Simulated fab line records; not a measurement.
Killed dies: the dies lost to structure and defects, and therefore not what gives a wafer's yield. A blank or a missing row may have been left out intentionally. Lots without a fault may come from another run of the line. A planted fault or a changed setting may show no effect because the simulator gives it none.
One fault seen from 2 desks | flow n5_finfet | what lay behind the numbers comes last; until then each desk has only its own

== FROM THE METROLOGY DESK ==
What the gauges read for every lot (on any tool): the sampled wafers with a number, averaged. If a lot's mean is further than 4 standard deviations from the usual mean, the lot is out of limits and carries the mark OUT (the distance appears in the brackets). Readings shown: 7 of its 11, picked as those furthest out on some lot.
Columns: A = cd_nm at N5_SD_EPI_N_CD_MEAS_09, usual 120.1 nm; B = IOFF_N at N5_BEOL_M4_RC_MEAS_101, usual 0.17 nA/um; C = IOFF_P at N5_BEOL_M4_RC_MEAS_101, usual 0.22 nA/um; D = ION_N at N5_BEOL_M4_RC_MEAS_101, usual 679 uA/um; E = ION_P at N5_BEOL_M4_RC_MEAS_101, usual 465 uA/um; F = VT_N at N5_BEOL_M4_RC_MEAS_101, usual 249 mV; G = VT_P at N5_BEOL_M4_RC_MEAS_101, usual -249 mV
lot  | first seen here | A     | B    | C    | D   | E   | F   | G
L345 | day 5 02:18     | 120.7 | 0.20 | 0.24 | 691 | 469 | 246 | -247
L347 | day 5 13:59     | 120.5 | 0.17 | 0.20 | 676 | 461 | 249 | -254
L348 | day 5 19:25     | 121.2 | 0.16 | 0.23 | 673 | 466 | 250 | -248
L349 | day 6 09:13     | 119.5 | 0.16 | 0.24 | 682 | 472 | 249 | -246
L350 | day 6 11:37     | 118.6 | 0.16 | 0.23 | 684 | 473 | 249 | -246
L354 | day 7 05:28     | 117.8 | 0.18 | 0.27 | 671 | 464 | 247 | -247
L359 | day 8 12:41     | 119.5 | 0.24 | 0.34 | 709 | 489 | 242 | -239
L360 | day 9 00:09     | 120.2 | 0.14 | 0.19 | 659 | 452 | 250 | -253
This desk's verdict: no lot among the 8 shows anything out of limits.

== THE TOOL OWNER'S DESK: litho_track-01 ==
The tool's own readings at N5_SD_EPI_N_PEB_07 (peb time 60 s): means of the sampled wafers that have a number, for each lot that ran on this tool. If a lot's mean is further than 4 standard deviations from the usual mean, the lot is out of limits and carries the mark OUT (the distance appears in the brackets).
Columns: A = plate_temp_C at N5_SD_EPI_N_PEB_07, usual 110.01 C
lot  | first seen here | A
L345 | day 5 02:14     | 109.87
L347 | day 5 13:55     | 109.96
L348 | day 5 19:21     | 110.20
L350 | day 6 11:33     | 109.16 (-6.5) OUT
L354 | day 7 05:23     | 109.24 (-5.9) OUT
This desk finds L350, L354 out of limits, L350 being first, at day 6 11:33 (plate_temp_C at N5_SD_EPI_N_PEB_07). L345, L347, L348: within limits.

== ALL TOGETHER ==
At day 6 11:33, on L350, L354, the tool owner's desk was in a position to raise an alarm.
Nothing out of limits was seen by the metrology desk.
The metrology desk holds a record of L350, L354, inside its limits.
The lots listed all ran N5_SD_EPI_N_PEB_07 on litho_track-01.

== WHAT THE SIMULATOR HAD PUT IN ==
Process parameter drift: litho_track-01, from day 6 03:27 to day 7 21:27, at N5_SD_EPI_N_PEB_07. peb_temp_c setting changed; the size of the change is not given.
Lots struck among those shown: L350, L354.
Time in hours from fault onset to the first out-of-limits reading at each desk: the tool owner's desk, 8.
